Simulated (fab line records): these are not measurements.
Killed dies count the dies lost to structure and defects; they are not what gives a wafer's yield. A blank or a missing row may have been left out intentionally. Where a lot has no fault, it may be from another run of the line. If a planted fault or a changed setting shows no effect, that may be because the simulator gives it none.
Chamber matching || flow n5Finfet || 3 sister chambers for N5_BEOL_M11_ILD_DEP_00 on pecvd-03
The step deposits SiCOH lowk from DEMS/porogen, target thk 308.51 nm, time 58 s. 6 wafers are shown with their chamber, then 11 later ones without.

EACH WAFER AND ITS CHAMBER
{"wafer": "L087.5", "chamber": 1, "throttleValvePct (%)": 14.3, "showerheadPlenumPTorr (Torr)": 5.741}
{"wafer": "L087.6", "chamber": 0, "throttleValvePct (%)": 13.5, "showerheadPlenumPTorr (Torr)": 5.752}
{"wafer": "L090.2", "chamber": 1, "throttleValvePct (%)": 14.0, "showerheadPlenumPTorr (Torr)": 5.729}
{"wafer": "L090.4", "chamber": 0, "throttleValvePct (%)": 13.5, "showerheadPlenumPTorr (Torr)": 5.730}
{"wafer": "L090.5", "chamber": 2, "throttleValvePct (%)": 12.8, "showerheadPlenumPTorr (Torr)": 5.724}
{"wafer": "L092.1", "chamber": 2, "throttleValvePct (%)": 12.9, "showerheadPlenumPTorr (Torr)": 5.735}

WAFERS WITHOUT THEIR CHAMBER
{"wafer": "L092.2", "throttleValvePct (%)": 13.4, "showerheadPlenumPTorr (Torr)": 5.739}
{"wafer": "L092.3", "throttleValvePct (%)": 14.0, "showerheadPlenumPTorr (Torr)": 5.752}
{"wafer": "L092.4", "throttleValvePct (%)": 13.6, "showerheadPlenumPTorr (Torr)": 5.739}
{"wafer": "L092.5", "throttleValvePct (%)": 13.1, "showerheadPlenumPTorr (Torr)": 5.728}
{"wafer": "L092.6", "throttleValvePct (%)": 14.2, "showerheadPlenumPTorr (Torr)": 5.736}
{"wafer": "L094.2", "throttleValvePct (%)": 13.4, "showerheadPlenumPTorr (Torr)": 5.744}
{"wafer": "L094.3", "throttleValvePct (%)": 12.8, "showerheadPlenumPTorr (Torr)": 5.739}
{"wafer": "L094.5", "throttleValvePct (%)": 13.8, "showerheadPlenumPTorr (Torr)": 5.743}
{"wafer": "L095.4", "throttleValvePct (%)": 12.8, "showerheadPlenumPTorr (Torr)": 5.735}
{"wafer": "L095.5", "throttleValvePct (%)": 14.1, "showerheadPlenumPTorr (Torr)": 5.724}
{"wafer": "L095.6", "throttleValvePct (%)": 13.2, "showerheadPlenumPTorr (Torr)": 5.738}

THE CHAMBER EACH PASSED THROUGH
{"wafer": "L092.2", "from the rows above": 0, "in truth": 0}
{"wafer": "L092.3", "from the rows above": 1, "in truth": 1}
{"wafer": "L092.4", "from the rows above": 0, "in truth": 0}
{"wafer": "L092.5", "from the rows above": "can't be placed: 2 or 0", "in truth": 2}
{"wafer": "L092.6", "from the rows above": 1, "in truth": 1}
{"wafer": "L094.2", "from the rows above": 0, "in truth": 0}
{"wafer": "L094.3", "from the rows above": 2, "in truth": 2}
{"wafer": "L094.5", "from the rows above": "can't be placed: 0 or 1", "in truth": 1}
{"wafer": "L095.4", "from the rows above": 2, "in truth": 2}
{"wafer": "L095.5", "from the rows above": 1, "in truth": 1}
{"wafer": "L095.6", "from the rows above": "can't be placed: 0 or 2", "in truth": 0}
Placed correctly: 8 of 11. Not placeable from these rows: 3 (in 3, the candidates include the true chamber). Wrongly placed: 0.
How it was worked out, from the rows above alone: a wafer's distance from a chamber is the root of the sum, over the readings, of the square of ((its reading less the chamber's mean) divided by the reading's scatter). If the next closest chamber is less than 2 further off than the closest, the wafer can't be placed; otherwise it belongs to the closest. A chamber's mean is the mean of its shown wafers. The scatter: take each reading less its chamber's mean, square it, sum over the shown wafers, divide by the number of wafers less the number of chambers, and take the root.
